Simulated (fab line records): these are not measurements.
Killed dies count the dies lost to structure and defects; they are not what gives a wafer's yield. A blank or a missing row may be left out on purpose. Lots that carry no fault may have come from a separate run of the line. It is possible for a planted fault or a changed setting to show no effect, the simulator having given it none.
Chamber matching -- flow nandHarc -- pecvd-03 running NHARC_A_STAIRCASE_DEP_156: 3 sister chambers
The step deposits SiNx, target thk 50 nm. 3 wafers are shown with their chamber, then 8 later ones without.

## EACH WAFER AND ITS CHAMBER
wafer,chamber,rfFwdPowerW (W)
L083.6,1,448.9
L087.6,2,447.3
L095.2,0,450.1

## WAFERS WITHOUT THEIR CHAMBER
wafer,rfFwdPowerW (W)
L095.3,448.5
L095.6,449.9
L094.4,448.6
L094.5,448.6
L094.6,449.9
L096.2,448.8
L096.5,448.3
L096.6,446.8

## WHICH CHAMBER EACH ONE RAN IN
wafer,from the rows above,in truth
L095.3,1,1
L095.6,0,0
L094.4,1,1
L094.5,1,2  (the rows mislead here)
L094.6,0,0
L096.2,1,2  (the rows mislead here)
L096.5,can't be placed: 1 or 2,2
L096.6,2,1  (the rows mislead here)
Correct placement for 4 of the 8. Not placeable from these rows: 1 (in 1, the candidates include the true chamber). Number placed wrongly: 3.
How it was worked out, from the rows above alone: a wafer's distance from a chamber is the root of the sum, over the readings, of the square of ((its reading less the chamber's mean) divided by the reading's scatter). If the next closest chamber is less than 2 further off than the closest, the wafer can't be placed; otherwise it belongs to the closest. For every chamber, the mean is computed from those of its wafers that are shown. The scatter (one wafer shown for each chamber): square how far every hidden wafer sits from the nearest shown wafer, average those squares and take the square root.
